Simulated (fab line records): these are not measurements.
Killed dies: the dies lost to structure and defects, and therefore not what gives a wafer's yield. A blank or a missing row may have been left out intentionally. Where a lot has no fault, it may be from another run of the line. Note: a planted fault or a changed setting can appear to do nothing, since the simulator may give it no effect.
Struck lot and sound lot, side by side :: flow n5-finfet :: 27 steps out of a route of 1938
Sound: the wafers L185.2, L185.5, L185.6. Struck: wafer L200.2 (L200.4, L200.6, from the same lot, were not struck and are left out); the cause is given at the end.
Per side, at each step with rows, come the tool, then ch with its chambers, and then its first start. Under that, the readings that differ: sound wafers :: struck wafers :: difference of the means :: sigmas: that difference in standard deviations of wafers without a fault.
alike: readings whose means differ by less than 2 such deviations, and words and numbers that are the same on both sides. not compared: withheld readings, readings that some wafer has no value for, bounds like >300 that may hide the same value, and numbers for which the record gives no deviation and whose values overlap.
The two part at a step that has a row with sigmas, a row that says differs or no value, or rows on one side only. When numbers do not overlap yet have no deviation, they are printed without sigmas and do not part them. A reading that every wafer of one side lacks parts them only if that side has two wafers or more.

first, 9 steps without rows for these wafers: N5_BEOL_M6_COAT_59 (time 60 s, resist thk 100 nm); N5_BEOL_M6_COAT_60 (time 60 s, resist thk 35 nm); N5_BEOL_M6_COAT_05 (resist thk 90 nm); N5_BEOL_M6_EBR_07; N5_BEOL_M6_SOFTBAKE_06 (time 60 s); N5_BEOL_M6_EXPOSE_08 (exposes mask M6); N5_BEOL_M6_PEB_09 (peb time 60 s); N5_BEOL_M6_DEVELOP_10 (develop time 30 s); N5_BEOL_M6_DESCUM_16 (chemistry O2, time 7.9 s).
N5_BEOL_M6_ETCH_61: etches SiARC in CF4, target depth 45.5 nm, time 75.8 s.
  sound on rie-diel-01 ch 0,2, day 9 11:08; struck on rie-diel-01 ch 1, day 13 05:09
  alike: bias-w, cf4-flow-sccm, drypump-motor-current-A, etch-rf-on-time-s, oes-product-au, rf-fwd-power-W, rf-vpp-V, showerhead-plenum-p-Torr, throttle-valve-pct
  not compared: rf-hours-counter-h
then, 14 steps without rows for these wafers: N5_BEOL_M6_ETCH_62 (etches SOC in N2/H2, target depth 110 nm, overetch 22 nm, time 165 s); N5_BEOL_M6_STRIP_68 (strips in N2/H2); N5_BEOL_M6_STRIP_67 (strips in CF4); N5_BEOL_M6_HM_OPEN_17 (chemistry Cl2/BCl3, target TiN, target depth 20 nm, overetch 6 nm); N5_BEOL_M6_STRIP_19 (strips in O2); N5_BEOL_M6_COAT_63 (time 60 s, resist thk 60 nm); N5_BEOL_M6_COAT_64 (time 60 s, resist thk 12 nm); N5_BEOL_M6_COAT_71 (time 60 s, resist thk 5 nm); N5_BEOL_M6_COAT_22 (resist thk 30 nm); N5_BEOL_M6_EBR_24; N5_BEOL_M6_SOFTBAKE_23 (time 60 s); N5_BEOL_M6_EXPOSE_25 (exposes mask V5, target cd 40 nm); N5_BEOL_M6_PEB_26 (peb time 60 s); N5_BEOL_M6_DEVELOP_27 (develop time 30 s).
N5_BEOL_M6_INSPECT_30: inspects for defects (brightfield).
  sound: defect-inspect-02 at day 9 13:22; struck: defect-inspect-01 at day 13 06:21
reading: raw-defect-count
sound: 348 363 416
struck: 1292
difference: +916
sigmas: +11
then, 1 step without rows for these wafers: N5_BEOL_M6_DESCUM_33 (chemistry O2, time 7 s).
-- record jumps: 4 days separate the struck wafers' starts on either side; left off in module BEOL_M6, taken up again in module PASSIVATION, whose first shown step is the route's number 1936 --
N5_PASSIVATION_PROBE_49:
  only the struck wafers here have rows in the record (prober-01, day 17 01:43); the sound ones have none

== WHERE THEY PART ==
Earliest at N5_BEOL_M6_INSPECT_30; latest, in this record, at N5_PASSIVATION_PROBE_49.

WHY: what the simulator had put in
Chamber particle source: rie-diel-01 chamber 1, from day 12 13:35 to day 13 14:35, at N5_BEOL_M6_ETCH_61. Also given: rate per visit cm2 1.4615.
